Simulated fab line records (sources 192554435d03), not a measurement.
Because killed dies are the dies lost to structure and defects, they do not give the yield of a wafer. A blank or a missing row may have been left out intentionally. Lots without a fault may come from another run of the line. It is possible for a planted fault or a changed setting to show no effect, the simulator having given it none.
fab line records	flow n5-finfet
[record] lots = 24	wafers = 72	last-day = 17
route steps=1938 shown BEOL_M12@1619 BEOL_M13@1671 BEOL_M14@1731
lots that met no fault: from a run of the same line without faults
start-h: hours from the record's opening day to when the first of the lot's shown wafers began	wait-h: hours elapsed since this lot's preceding step	" same as the row above	L1.1+2: a row that stands for several wafers	- either no value or no given start	* or withheld: withheld	< > ~ a bound
route shown NAME@n: a module of which the file shows steps, and the number in the route of the first	usual: the fault-free wafers' mean and standard deviation	same: alike in all rows	chamber/n: place in a boat	sites: per-site readings	_std_site: how widely they spread, as a standard deviation	_edge_site: outer sites' mean less inner sites'	radius-mm: how far each site lies from the wafer's centre	mask NAME#n: copy n	behind: tool/chamber where the wafer was last shaped	hold: the reason the lot was held/the length of the hold in hours/how it ended	device: transistor that didn't switch, given as n, p or np	end of line: at the end of the route, the tests of the same wafers	for a step that has no rows: nothing shown but its recipe	killed: dies lost to structure and defects at the first sort, not the wafer's yield	map: dies across one wafer; x = killed, . = not, _ = none there
set.NAME: the run value of the setting; set.NAME@STEP: its run value at that earlier step	model.NAME: the simulator's own value behind a step, which no gauge read
one table for each step of the route and one row for each wafer, over a sample of lots
services: from which hour (start-h, from the record's first day; less than 0 if before it) a tool's chamber was out of use, for how many hours, and why
[[steps]]
[step N5_BEOL_M12_STRIP_64]
[recipe] chemistry = N2/H2	power-w = 1000	temp-c = 250	h2-frac = 0.65	overash-fraction = 0.3	pressure-mtorr = withheld	n2-flow-sccm = 1750	h2-flow-sccm = 3250
[usual] drypump-motor-current-A = 5.7/0.33	heater-power-w = 353/37	oes-product-au = 0.716/0.0043	strip-time-to-endpoint-s = 31.32/0.071
lot.wafer	tool	chamber	start-h	wait-h	drypump-motor-current-A	heater-power-w	oes-product-au	rf-hours-counter-h	strip-time-to-endpoint-s
L074.2	plasma-asher-02	1	219.66	0.0	5.6	408	0.719	55	31.30
L074.3	"	1	"	"	5.6	407	0.713	-	31.31
L074.5	"	0	"	"	5.9	318	0.715	-	31.29
L076.1	plasma-asher-01	1	235.85	0.0	6.2	323	0.717	128	31.41
L076.4	"	1	"	"	6.2	325	0.715	-	31.46
L076.6	"	1	"	"	6.2	315	0.714	-	31.42
L075.1	plasma-asher-02	0	237.33	0.0	5.9	311	0.719	58	31.24
L075.3	"	0	"	"	5.9	311	0.715	-	31.17
L075.5	"	1	"	"	5.6	402	0.710	-	31.20
L079.1	plasma-asher-02	1	245.15	0.0	5.6	406	0.718	59	31.25
L079.2	"	0	"	"	5.9	320	0.719	59	31.28
L079.5	"	1	"	"	5.6	409	0.722	-	31.29
L077.2	plasma-asher-02	0	245.31	0.0	5.9	315	0.713	59	31.42
L077.5	"	0	"	"	5.9	322	0.719	-	31.39
L077.6	"	1	"	"	5.6	397	0.713	-	31.28
L078.1	plasma-asher-01	1	245.73	0.0	6.2	321	0.721	130	31.35
L078.2	"	0	"	"	5.2	368	0.724	130	31.36
L078.4	"	0	"	"	5.2	369	0.707	-	31.37
L081.2	plasma-asher-01	0	262.79	0.0	5.2	364	0.718	137	31.45
L081.4	"	1	"	"	6.2	322	0.711	-	31.32
L081.5	"	1	"	"	6.2	315	0.716	-	31.34
L080.2	plasma-asher-01	0	269.93	0.0	5.2	357	0.717	140	31.25
L080.3	"	1	"	"	6.2	322	0.718	-	31.27
L080.4	"	0	"	"	5.2	362	0.716	-	31.22
L082.1	plasma-asher-01	0	271.57	0.0	5.2	364	0.721	141	31.21
L082.3	"	0	"	"	5.2	368	0.714	-	31.29
L082.6	"	0	"	"	5.2	368	0.709	-	31.24
L084.2	plasma-asher-01	0	287.41	0.0	5.2	368	0.713	143	31.35
L084.5	"	1	"	"	6.2	317	0.719	-	31.26
L084.6	"	0	"	"	5.1	362	0.711	-	31.37
L083.1	plasma-asher-02	0	290.97	0.0	5.8	317	0.723	65	31.30
L083.2	"	1	"	"	5.6	402	0.718	65	31.35
L083.3	"	1	"	"	5.6	406	0.716	-	31.29
L085.1	plasma-asher-01	1	292.68	0.0	6.2	319	0.722	145	31.30
L085.4	"	0	"	"	5.2	367	0.719	-	31.33
L085.5	"	0	"	"	5.2	368	0.722	-	31.22
L086.2	plasma-asher-02	1	298.35	0.0	5.6	405	0.716	66	31.40
L086.4	"	0	"	"	5.9	318	0.715	-	31.45
L086.6	"	1	"	"	5.6	401	0.715	-	31.49
L088.1	plasma-asher-02	1	315.97	0.0	5.6	402	0.716	71	31.35
L088.2	"	0	"	"	5.9	325	0.713	71	31.39
L088.4	"	1	"	"	5.7	400	0.712	-	31.31
L087.1	plasma-asher-02	1	316.39	0.0	5.6	403	0.715	71	31.25
L087.3	"	0	"	"	5.9	320	0.723	-	31.31
L087.5	"	0	"	"	5.8	324	0.722	-	31.27
L089.2	plasma-asher-02	1	327.67	0.0	5.6	400	0.709	74	31.40
L089.3	"	1	"	"	5.6	399	0.720	-	31.45
L089.5	"	0	"	"	5.9	313	0.710	-	31.35
L091.3	plasma-asher-01	0	329.78	0.0	5.2	365	0.712	-	31.29
L091.4	"	1	"	"	6.2	318	0.719	-	31.26
L091.6	"	1	"	"	6.2	317	0.720	-	31.31
L093.4	plasma-asher-01	1	332.22	0.0	6.2	323	0.712	-	31.25
L093.5	"	1	"	"	6.2	321	0.706	-	31.26
L093.6	"	0	"	"	5.2	362	0.717	-	31.34
L090.2	plasma-asher-02	1	332.54	0.0	5.7	400	0.712	75	31.35
L090.3	"	0	"	"	5.9	322	0.719	-	31.27
L090.4	"	1	"	"	5.6	402	0.720	-	31.37
L092.1	plasma-asher-02	0	335.75	0.0	5.9	322	0.722	76	31.31
L092.2	"	1	"	"	5.6	405	0.718	76	31.35
L092.5	"	1	"	"	5.6	402	0.725	-	31.31
L094.2	plasma-asher-02	0	350.13	0.0	5.9	317	0.729	78	31.34
L094.3	"	0	"	"	5.9	321	0.714	-	31.41
L094.4	"	1	"	"	5.6	402	0.722	-	31.33
L095.1	plasma-asher-02	1	360.29	0.0	5.6	412	0.712	81	31.32
L095.4	"	1	"	"	5.6	396	0.720	-	31.32
L095.5	"	0	"	"	5.9	310	0.715	-	31.36
L096.1	plasma-asher-01	0	360.88	0.0	5.2	362	0.721	156	31.36
L096.2	"	1	"	"	6.2	316	0.717	156	31.38
L096.6	"	1	"	"	6.2	313	0.710	-	31.35
L097.1	plasma-asher-02	1	366.64	0.0	5.6	415	0.717	82	31.24
L097.3	"	1	"	"	5.6	403	0.714	-	31.22
L097.5	"	0	"	"	5.9	324	0.712	-	31.27
[step N5_BEOL_M12_CD_MEAS_17]
[recipe] target-cd-nm = 140	polarity = opening
[usual] cd-nm = 140.1/1.7
lot.wafer	tool	chamber	start-h	wait-h	cd-nm
L074.2	cd-sem-01	-	219.81	0.0	139.2
L074.3	"	-	"	"	140.9
L074.5	"	-	"	"	140.6
L076.1	cd-sem-01	-	236.00	0.0	141.6
L076.4	"	-	"	"	138.3
L076.6	"	-	"	"	141.9
L075.1	cd-sem-02	-	237.47	0.0	141.8
L075.3	"	-	"	"	137.9
L075.5	"	-	"	"	139.7
L079.1	cd-sem-03	-	245.30	0.0	140.7
L079.2	"	-	"	"	138.2
L079.5	"	-	"	"	141.4
L077.2	cd-sem-03	-	245.46	0.0	141.9
L077.5	"	-	"	"	142.6
L077.6	"	-	"	"	137.8
L078.1	cd-sem-02	-	245.88	0.0	141.6
L078.2	"	-	"	"	141.9
L078.4	"	-	"	"	141.8
L081.2	cd-sem-01	-	262.94	0.0	139.1
L081.4	"	-	"	"	138.4
L081.5	"	-	"	"	137.9
L080.2	cd-sem-03	-	270.08	0.0	142.1
L080.3	"	-	"	"	143.4
L080.4	"	-	"	"	141.7
L082.1	cd-sem-01	-	271.72	0.0	138.2
L082.3	"	-	"	"	140.2
L082.6	"	-	"	"	136.2
L084.2	cd-sem-02	-	287.56	0.0	143.0
L084.5	"	-	"	"	140.1
L084.6	"	-	"	"	140.5
L083.1	cd-sem-02	-	291.11	0.0	139.6
L083.2	"	-	"	"	139.3
L083.3	"	-	"	"	141.0
L085.1	cd-sem-02	-	292.82	0.0	138.2
L085.4	"	-	"	"	142.2
L085.5	"	-	"	"	139.3
L086.2	cd-sem-03	-	298.49	0.0	140.7
L086.4	"	-	"	"	141.6
L086.6	"	-	"	"	138.0
L088.1	cd-sem-03	-	316.12	0.0	139.2
L088.2	"	-	"	"	136.2
L088.4	"	-	"	"	138.6
L087.1	cd-sem-02	-	316.53	0.0	142.4
L087.3	"	-	"	"	141.5
L087.5	"	-	"	"	143.1
L089.2	cd-sem-02	-	327.90	0.0	141.4
L089.3	"	-	"	"	140.6
L089.5	"	-	"	"	138.0
L091.3	cd-sem-01	-	329.91	0.0	139.0
L091.4	"	-	"	"	138.6
L091.6	"	-	"	"	139.7
L093.4	cd-sem-03	-	332.35	0.0	141.4
L093.5	"	-	"	"	140.6
L093.6	"	-	"	"	142.2
L090.2	cd-sem-02	-	332.69	0.0	137.7
L090.3	"	-	"	"	138.5
L090.4	"	-	"	"	139.6
L092.1	cd-sem-03	-	335.90	0.0	140.3
L092.2	"	-	"	"	142.5
L092.5	"	-	"	"	142.5
L094.2	cd-sem-01	-	350.28	0.0	137.4
L094.3	"	-	"	"	139.7
L094.4	"	-	"	"	138.2
L095.1	cd-sem-03	-	360.43	0.0	140.9
L095.4	"	-	"	"	143.0
L095.5	"	-	"	"	142.0
L096.1	cd-sem-03	-	361.02	0.0	138.8
L096.2	"	-	"	"	137.2
L096.6	"	-	"	"	138.9
L097.1	cd-sem-01	-	366.79	0.0	138.9
L097.3	"	-	"	"	140.0
L097.5	"	-	"	"	139.9
[step N5_BEOL_M12_CD_MEAS_28]
[recipe] target-cd-nm = 160.2	landing-energy-ev = 500	detector = se-inlens	polarity = opening
[usual] cd-nm = 161.4/1.4
lot.wafer	tool	chamber	start-h	wait-h	cd-nm
L074.2	cd-sem-02	0	220.17	-	161.0
L074.3	"	0	"	"	161.5
L074.5	"	0	"	"	161.4
L076.1	cd-sem-01	0	236.45	-	161.7
L076.4	"	0	"	"	160.2
L076.6	"	0	"	"	161.6
L075.1	cd-sem-03	0	237.80	-	161.1
L075.3	"	0	"	"	161.0
L075.5	"	0	"	"	162.2
L079.1	cd-sem-02	0	245.63	-	163.2
L079.2	"	0	"	"	162.7
L079.5	"	0	"	"	161.3
L077.2	cd-sem-01	0	245.79	-	159.5
L077.5	"	0	"	"	159.0
L077.6	"	0	"	"	161.4
L078.1	cd-sem-01	0	246.34	-	162.9
L078.2	"	0	"	"	161.0
L078.4	"	0	"	"	162.5
L081.2	cd-sem-01	0	263.39	-	164.1
L081.4	"	0	"	"	159.8
L081.5	"	0	"	"	163.0
L080.2	cd-sem-01	0	270.40	-	162.7
L080.3	"	0	"	"	161.1
L080.4	"	0	"	"	161.5
L082.1	cd-sem-02	0	272.17	-	160.1
L082.3	"	0	"	"	160.3
L082.6	"	0	"	"	162.5
L084.2	cd-sem-01	0	288.01	-	159.1
L084.5	"	0	"	"	160.5
L084.6	"	0	"	"	160.3
L083.1	cd-sem-03	0	291.44	-	160.4
L083.2	"	0	"	"	160.9
L083.3	"	0	"	"	161.1
L085.1	cd-sem-02	0	293.27	-	161.9
L085.4	"	0	"	"	163.6
L085.5	"	0	"	"	162.3
L086.2	cd-sem-02	0	298.94	-	162.0
L086.4	"	0	"	"	163.3
L086.6	"	0	"	"	162.4
L088.1	cd-sem-03	0	316.44	-	160.2
L088.2	"	0	"	"	160.4
L088.4	"	0	"	"	161.9
L087.1	cd-sem-01	0	316.86	-	161.9
L087.3	"	0	"	"	161.1
L087.5	"	0	"	"	162.4
L089.2	cd-sem-03	0	328.22	-	164.0
L089.3	"	0	"	"	163.3
L089.5	"	0	"	"	162.7
L091.3	cd-sem-02	0	330.37	-	164.2
L091.4	"	0	"	"	160.9
L091.6	"	0	"	"	160.7
L093.4	cd-sem-01	0	332.68	-	161.3
L093.5	"	0	"	"	161.1
L093.6	"	0	"	"	162.7
L090.2	cd-sem-03	0	333.14	-	160.7
L090.3	"	0	"	"	160.9
L090.4	"	0	"	"	159.9
L092.1	cd-sem-01	0	336.22	-	161.9
L092.2	"	0	"	"	161.9
L092.5	"	0	"	"	160.4
L094.2	cd-sem-01	0	350.73	-	159.9
L094.3	"	0	"	"	160.4
L094.4	"	0	"	"	161.6
L095.1	cd-sem-03	0	360.89	-	160.5
L095.4	"	0	"	"	160.6
L095.5	"	0	"	"	162.1
L096.1	cd-sem-01	0	361.35	-	157.8
L096.2	"	0	"	"	160.1
L096.6	"	0	"	"	160.3
L097.1	cd-sem-03	0	367.24	-	163.6
L097.3	"	0	"	"	163.1
L097.5	"	0	"	"	162.6
[step N5_BEOL_M12_SPUTTER_45]
[recipe] material = Cu	target-thk-a = 800	temp-c = -20	bias-v = 60	power-w = 26000	chamber-pressure-pa = 0.13	time-s = 13.33
[usual] substrate-temp-c = -19.99/0.11	throttle-valve-pct = 30.5/0.87
lot.wafer	tool	chamber	start-h	wait-h	substrate-temp-c	throttle-valve-pct
L074.2	pvd-sputter-03	-	223.70	0.0	-19.92	29.7
L074.3	"	-	"	"	-20.04	29.3
L074.5	"	-	"	"	-20.21	29.6
L076.1	pvd-sputter-01	-	239.98	0.0	-19.94	30.4
L076.4	"	-	"	"	-20.03	32.1
L076.6	"	-	"	"	-20.24	30.1
L075.1	pvd-sputter-02	-	240.20	0.0	-20.14	29.9
L075.3	"	-	"	"	-20.08	29.5
L075.5	"	-	"	"	-20.06	29.7
L079.1	pvd-sputter-01	-	247.51	0.0	-19.85	31.5
L079.2	"	-	"	"	-20.11	32.0
L079.5	"	-	"	"	-20.08	30.4
L077.2	pvd-sputter-01	-	248.07	0.0	-20.00	30.1
L077.5	"	-	"	"	-19.84	30.4
L077.6	"	-	"	"	-19.94	31.7
L078.1	pvd-sputter-02	-	249.68	0.0	-19.93	30.6
L078.2	"	-	"	"	-20.11	31.4
L078.4	"	-	"	"	-19.84	29.6
L081.2	pvd-sputter-03	-	265.39	0.0	-20.02	31.6
L081.4	"	-	"	"	-19.92	29.6
L081.5	"	-	"	"	-19.89	29.8
L080.2	pvd-sputter-02	-	273.69	0.0	-19.89	30.7
L080.3	"	-	"	"	-20.07	29.5
L080.4	"	-	"	"	-20.03	29.9
L082.1	pvd-sputter-03	-	274.08	0.0	-19.94	31.1
L082.3	"	-	"	"	-19.97	29.9
L082.6	"	-	"	"	-20.12	29.4
L084.2	pvd-sputter-02	-	290.30	0.0	-20.08	30.8
L084.5	"	-	"	"	-19.96	29.4
L084.6	"	-	"	"	-20.02	30.6
L083.1	pvd-sputter-01	-	292.67	0.0	-20.03	30.6
L083.2	"	-	"	"	-20.11	30.3
L083.3	"	-	"	"	-19.96	32.1
L085.1	pvd-sputter-03	-	299.92	0.0	-20.04	29.6
L085.4	"	-	"	"	-19.99	29.5
L085.5	"	-	"	"	-19.99	29.6
L086.2	pvd-sputter-03	-	301.38	0.0	-20.09	31.5
L086.4	"	-	"	"	-19.91	29.7
L086.6	"	-	"	"	-19.98	29.8
L088.1	pvd-sputter-02	-	320.28	0.0	-20.14	31.5
L088.2	"	-	"	"	-19.99	29.4
L088.4	"	-	"	"	-19.77	29.8
L087.1	pvd-sputter-02	-	320.60	0.0	-19.94	30.0
L087.3	"	-	"	"	-20.13	29.6
L087.5	"	-	"	"	-20.04	29.7
L089.2	pvd-sputter-03	-	331.52	0.0	-20.02	29.6
L089.3	"	-	"	"	-20.09	31.3
L089.5	"	-	"	"	-19.99	31.4
L091.3	pvd-sputter-01	-	332.77	0.0	-20.02	30.0
L091.4	"	-	"	"	-19.94	32.0
L091.6	"	-	"	"	-19.89	30.5
L093.4	pvd-sputter-01	-	334.31	0.0	-19.78	30.4
L093.5	"	-	"	"	-19.97	30.2
L093.6	"	-	"	"	-19.99	31.9
L090.2	pvd-sputter-01	-	340.17	0.0	-19.80	30.0
L090.3	"	-	"	"	-19.97	30.3
L090.4	"	-	"	"	-20.01	31.9
L092.1	pvd-sputter-01	-	340.65	0.0	-20.10	30.2
L092.2	"	-	"	"	-20.04	30.4
L092.5	"	-	"	"	-19.80	32.1
L094.2	pvd-sputter-02	-	354.14	0.0	-20.03	29.6
L094.3	"	-	"	"	-19.97	31.5
L094.4	"	-	"	"	-20.03	30.9
L095.1	pvd-sputter-03	-	363.33	0.0	-20.03	29.8
L095.4	"	-	"	"	-19.80	31.4
L095.5	"	-	"	"	-19.92	31.4
L096.1	pvd-sputter-02	-	363.34	0.0	-20.13	29.5
L096.2	"	-	"	"	-20.00	29.9
L096.6	"	-	"	"	-20.17	31.8
L097.1	pvd-sputter-01	-	369.04	0.0	-19.86	32.1
L097.3	"	-	"	"	-19.98	31.6
L097.5	"	-	"	"	-19.95	30.3
[step N5_BEOL_M13_INSPECT_12]
[recipe] mode = adi	inspect-instrument = macro
[usual] raw-defect-count = 2.0/1.4
lot.wafer	tool	chamber	start-h	wait-h	raw-defect-count
L074.2	defect-inspect-02	-	225.40	0.0	3
L074.3	"	-	"	"	2
L074.5	"	-	"	"	1
L076.1	defect-inspect-02	-	241.68	0.0	3
L076.4	"	-	"	"	2
L076.6	"	-	"	"	3
L075.1	defect-inspect-02	-	241.82	0.0	1
L075.3	"	-	"	"	0
L075.5	"	-	"	"	4
L079.1	defect-inspect-02	-	249.15	0.0	0
L079.2	"	-	"	"	1
L079.5	"	-	"	"	1
L077.2	defect-inspect-02	-	249.76	0.0	3
L077.5	"	-	"	"	5
L077.6	"	-	"	"	5
L078.1	defect-inspect-01	-	251.35	0.0	1
L078.2	"	-	"	"	1
L078.4	"	-	"	"	1
L081.2	defect-inspect-01	-	267.07	0.0	1
L081.4	"	-	"	"	4
L081.5	"	-	"	"	3
L080.2	defect-inspect-02	-	275.37	0.0	0
L080.3	"	-	"	"	2
L080.4	"	-	"	"	4
L082.1	defect-inspect-01	-	275.63	0.0	3
L082.3	"	-	"	"	2
L082.6	"	-	"	"	2
L084.2	defect-inspect-02	-	292.01	0.0	1
L084.5	"	-	"	"	0
L084.6	"	-	"	"	2
L083.1	defect-inspect-01	-	294.25	0.0	0
L083.2	"	-	"	"	3
L083.3	"	-	"	"	2
L085.1	defect-inspect-02	-	301.62	0.0	3
L085.4	"	-	"	"	1
L085.5	"	-	"	"	1
L086.2	defect-inspect-02	-	303.06	0.0	2
L086.4	"	-	"	"	6
L086.6	"	-	"	"	3
L088.1	defect-inspect-01	-	321.97	0.0	0
L088.2	"	-	"	"	2
L088.4	"	-	"	"	0
L087.1	defect-inspect-02	-	322.46	0.0	4
L087.3	"	-	"	"	6
L087.5	"	-	"	"	2
L089.2	defect-inspect-01	-	333.52	0.0	2
L089.3	"	-	"	"	1
L089.5	"	-	"	"	1
L091.3	defect-inspect-01	-	334.45	0.0	1
L091.4	"	-	"	"	2
L091.6	"	-	"	"	2
L093.4	defect-inspect-01	-	335.82	0.0	2
L093.5	"	-	"	"	3
L093.6	"	-	"	"	1
L090.2	defect-inspect-01	-	342.04	0.0	1
L090.3	"	-	"	"	2
L090.4	"	-	"	"	6
L092.1	defect-inspect-01	-	342.34	0.0	1
L092.2	"	-	"	"	1
L092.5	"	-	"	"	2
L094.2	defect-inspect-01	-	356.13	0.0	1
L094.3	"	-	"	"	4
L094.4	"	-	"	"	1
L095.1	defect-inspect-01	-	364.88	0.0	1
L095.4	"	-	"	"	2
L095.5	"	-	"	"	5
L096.1	defect-inspect-01	-	365.04	0.0	2
L096.2	"	-	"	"	2
L096.6	"	-	"	"	3
L097.1	defect-inspect-01	-	370.92	0.0	2
L097.3	"	-	"	"	4
L097.5	"	-	"	"	0
[step N5_BEOL_M14_VIA_ETCH_16]
[recipe] chemistry = C4F8/O2/Ar	target = SiO2	he-inner-torr = 15	he-outer-torr = 30	target-depth-a = 12313	time-s = withheld	ion-energy-ev = 800	pressure-mtorr = 20	source-w = 1905	bias-w = 2040	Ar_flow_sccm = 400	C4F8_flow_sccm = 16	O2_flow_sccm = 12	ends = cleared
[usual] C4F8_flow_sccm = 16.00/0.051	chamber-pressure-mTorr = 19.999/0.019	drypump-motor-current-A = 5.5/0.51	oes-product-au = 0.72/0.073	rf-vpp-V = 2223/28	showerhead-plenum-p-Torr = 3.45/0.12	throttle-valve-pct = 30.90/0.24
lot.wafer	tool	chamber	start-h	wait-h	C4F8_flow_sccm	chamber-pressure-mTorr	drypump-motor-current-A	oes-product-au	rf-vpp-V	showerhead-plenum-p-Torr	throttle-valve-pct
L074.2	rie-diel-06	2	229.79	0.0	16.06	20.035	5.2	0.72	2244	3.31	30.93
L074.3	"	0	"	"	16.08	20.003	5.0	0.65	2182	3.53	31.13
L074.5	"	0	"	"	16.06	20.032	5.1	0.64	2182	3.53	31.12
L076.1	rie-diel-01	0	247.10	0.0	15.97	20.048	5.7	0.64	2231	3.37	30.89
L076.4	"	1	"	"	15.95	19.991	5.7	0.80	2179	3.36	30.75
L076.6	"	2	"	"	15.99	20.006	5.1	0.68	2197	3.59	31.29
L075.1	rie-diel-03	2	247.28	0.0	15.99	19.998	5.8	0.62	2228	3.28	31.17
L075.3	"	1	"	"	16.03	20.006	4.9	0.71	2217	3.34	30.65
L075.5	"	1	"	"	16.09	20.002	4.9	0.71	2215	3.34	30.65
L079.1	rie-diel-03	0	254.74	0.0	15.96	19.995	6.3	0.62	2232	3.51	31.08
L079.2	"	3	"	"	16.00	20.001	5.7	0.79	2234	3.49	30.87
L079.5	"	2	"	"	15.97	20.009	5.8	0.62	2227	3.28	31.18
L077.2	rie-diel-01	2	254.96	0.0	15.93	19.983	5.1	0.68	2198	3.59	31.31
L077.5	"	2	"	"	15.87	19.999	5.1	0.68	2199	3.59	31.32
L077.6	"	3	"	"	15.90	19.996	6.5	0.75	2256	3.60	30.60
L078.1	rie-diel-06	3	256.58	0.0	16.02	20.014	4.9	0.70	2242	3.31	30.51
L078.2	"	2	"	"	16.03	20.022	5.2	0.69	2246	3.30	30.94
L078.4	"	0	"	"	16.02	19.983	5.1	0.63	2178	3.53	31.13
L081.2	rie-diel-01	3	272.93	0.0	15.99	20.004	6.5	0.74	2255	3.60	30.60
L081.4	"	1	"	"	16.00	19.976	5.8	0.78	2178	3.36	30.77
L081.5	"	1	"	"	15.98	20.040	5.8	0.79	2178	3.36	30.76
L080.2	rie-diel-03	3	280.10	0.0	16.00	20.010	5.8	0.78	2236	3.48	30.85
L080.3	"	1	"	"	16.06	19.985	4.9	0.69	2215	3.34	30.65
L080.4	"	2	"	"	15.92	20.041	5.8	0.61	2227	3.27	31.19
L082.1	rie-diel-01	3	286.21	0.0	16.02	20.004	6.6	0.73	2257	3.60	30.58
L082.3	"	2	"	"	16.11	19.960	5.1	0.67	2197	3.59	31.32
L082.6	"	1	"	"	15.96	19.990	5.7	0.78	2177	3.36	30.76
L084.2	rie-diel-01	3	302.22	0.0	16.08	19.948	6.5	0.73	2256	3.59	30.60
L084.5	"	1	"	"	15.98	19.996	5.8	0.78	2178	3.36	30.78
L084.6	"	2	"	"	16.08	20.010	5.1	0.67	2197	3.59	31.32
L083.1	rie-diel-01	3	303.38	0.0	16.00	20.017	6.5	0.72	2255	3.59	30.62
L083.2	"	2	"	"	15.89	20.006	5.1	0.68	2196	3.59	31.33
L083.3	"	1	"	"	15.96	20.020	5.8	0.78	2177	3.36	30.79
L085.1	rie-diel-06	2	307.55	0.0	16.01	19.993	5.2	0.68	2242	3.29	30.95
L085.4	"	0	"	"	15.96	19.991	5.0	0.62	2180	3.52	31.16
L085.5	"	2	"	"	15.96	20.001	5.2	0.68	2244	3.29	30.97
L086.2	rie-diel-01	3	307.66	0.0	16.02	19.990	6.5	0.72	2255	3.59	30.59
L086.4	"	3	"	"	15.97	19.996	6.5	0.72	2256	3.59	30.62
L086.6	"	2	"	"	16.00	20.022	5.1	0.66	2198	3.59	31.33
L088.1	rie-diel-03	1	327.26	0.0	16.02	19.989	4.9	0.68	2215	3.33	30.67
L088.2	"	0	"	"	16.05	19.984	6.3	0.85	2232	3.50	30.94
L088.4	"	2	"	"	15.98	19.976	5.8	0.85	2263	3.67	30.88
L087.1	rie-diel-03	3	327.61	0.0	16.04	20.016	5.8	0.76	2234	3.47	30.89
L087.3	"	1	"	"	16.06	19.986	4.9	0.68	2216	3.33	30.69
L087.5	"	2	"	"	15.99	20.003	5.8	0.86	2266	3.67	30.90
L089.2	rie-diel-01	1	340.55	0.0	15.98	19.996	5.8	0.75	2176	3.35	30.79
L089.3	"	3	"	"	15.98	19.985	6.6	0.71	2255	3.59	30.63
L089.5	"	1	"	"	16.06	20.003	5.8	0.76	2177	3.35	30.79
L091.3	rie-diel-01	0	341.15	0.0	16.02	20.012	5.6	0.88	2229	3.36	30.78
L091.4	"	3	"	"	15.96	19.977	6.5	0.71	2255	3.59	30.61
L091.6	"	2	"	"	16.06	19.987	5.2	0.66	2195	3.58	31.33
L093.4	rie-diel-03	1	341.82	0.0	16.02	19.997	4.8	0.67	2215	3.32	30.67
L093.5	"	1	"	"	15.96	19.988	4.8	0.67	2216	3.32	30.67
L093.6	"	2	"	"	16.11	19.998	5.8	0.83	2264	3.67	30.89
L090.2	rie-diel-06	1	346.78	0.0	16.00	20.004	5.4	0.67	2252	3.45	31.08
L090.3	"	2	"	"	16.00	20.003	5.2	0.68	2243	3.29	30.98
L090.4	"	3	"	"	16.00	20.016	4.9	0.68	2243	3.29	30.53
L092.1	rie-diel-03	0	349.87	0.0	15.94	20.004	6.3	0.83	2230	3.50	30.94
L092.2	"	1	"	"	16.05	19.982	4.9	0.67	2216	3.32	30.67
L092.5	"	1	"	"	15.98	20.016	4.8	0.67	2215	3.32	30.67
L094.2	rie-diel-06	1	362.94	0.0	15.96	20.002	5.3	0.67	2251	3.45	31.06
L094.3	"	2	"	"	16.00	20.002	5.2	0.68	2245	3.28	30.98
L094.4	"	2	"	"	15.99	19.988	5.2	0.68	2244	3.28	31.00
L096.1	rie-diel-03	3	370.19	0.0	15.97	20.012	5.8	0.74	2233	3.46	30.91
L096.2	"	1	"	"	15.98	20.029	4.8	0.67	2214	3.32	30.69
L096.6	"	1	"	"	16.00	19.995	4.8	0.67	2215	3.32	30.70
L095.1	rie-diel-06	3	371.33	0.0	15.95	19.989	4.9	0.67	2240	3.29	30.56
L095.4	"	0	"	"	16.00	19.963	5.1	0.92	2178	3.51	31.00
L095.5	"	0	"	"	15.96	20.006	5.1	0.92	2178	3.51	31.02
L097.1	rie-diel-01	3	377.26	0.0	16.00	20.016	6.5	0.71	2253	3.58	30.63
L097.3	"	2	"	"	16.02	20.032	5.1	0.65	2196	3.57	31.36
L097.5	"	1	"	"	16.02	19.991	5.8	0.75	2176	3.34	30.80
[[services]]
tool	chamber	start-h	hours	kind
rie-diel-03	1	213.27	14.2	repair
rie-diel-03	0	218.88	6.2	repair
plasma-asher-01	-	232.93	1.9	repair
plasma-asher-02	-	252.11	21.5	repair
rie-diel-06	1	254.91	6.7	repair
rie-diel-06	3	258.08	2.7	repair
rie-diel-03	0	272.04	-	clean
rie-diel-03	0	272.04	-	consumable-replace:focus-ring
rie-diel-03	0	272.04	22.2	scheduled-down
rie-diel-03	0	272.04	22.2	vent-cycle
pvd-sputter-03	-	278.15	5.5	repair
rie-diel-03	2	294.28	-	clean
rie-diel-03	2	294.28	-	consumable-replace:focus-ring
rie-diel-03	2	294.28	-	consumable-replace:showerhead
rie-diel-03	2	294.28	25.3	scheduled-down
pvd-sputter-02	-	294.67	5.9	repair
rie-diel-01	0	299.89	-	clean
rie-diel-01	0	299.89	-	consumable-replace:focus-ring
rie-diel-01	0	299.89	15.7	scheduled-down
rie-diel-01	0	299.89	15.7	vent-cycle
pvd-sputter-01	-	310.24	2.1	repair
plasma-asher-01	-	312.45	4.4	repair
rie-diel-06	2	336.84	9.5	repair
rie-diel-01	-	354.60	0.3	repair
[[key]]
fault none
